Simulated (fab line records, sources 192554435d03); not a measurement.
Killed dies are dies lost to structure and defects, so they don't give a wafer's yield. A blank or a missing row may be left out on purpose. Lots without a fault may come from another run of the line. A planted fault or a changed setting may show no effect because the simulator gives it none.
Chamber matching | flow n5_finfet | N5_BEOL_M4_ALD_98 on ald_sin-02: 4 sister chambers
The step deposits SiO2, target thk 2.5 nm, pulse time 1 s, co reactant pulse time 1 s. 4 wafers are shown with their chamber, then 7 later ones without.

WAFERS WITH THEIR CHAMBER
wafer  | chamber | heater_power_w (W)
L088.1 | 1       | 66
L088.3 | 2       | 68
L088.4 | 0       | 90
L088.5 | 3       | 68

WAFERS WITHOUT THEIR CHAMBER
wafer  | heater_power_w (W)
L088.6 | 90
L094.1 | 69
L094.2 | 65
L094.3 | 88
L094.4 | 70
L094.5 | 88
L094.6 | 70

WHICH CHAMBER EACH WENT THROUGH
wafer  | from the rows above          | in truth
L088.6 | 0                            | 0
L094.1 | can't be placed: 2 or 3 or 1 | 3
L094.2 | can't be placed: 1 or 2 or 3 | 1
L094.3 | 0                            | 0
L094.4 | can't be placed: 2 or 3 or 1 | 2
L094.5 | 0                            | 0
L094.6 | can't be placed: 2 or 3 or 1 | 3
Placed correctly: 3 of 7. Can't be placed from these rows: 4 (the true chamber is among the candidates in 4). Placed wrongly: 0.
How it was worked out, from the rows above alone: a wafer's distance from a chamber is the root of the sum, over the readings, of the square of ((its reading less the chamber's mean) divided by the reading's scatter). The wafer belongs to the nearest chamber; if the next one is less than 2 further off, it can't be placed. A chamber's mean is the mean of its shown wafers. The scatter: with one shown wafer a chamber, the root of the mean of the squares of how far each hidden wafer lies from its nearest shown one.
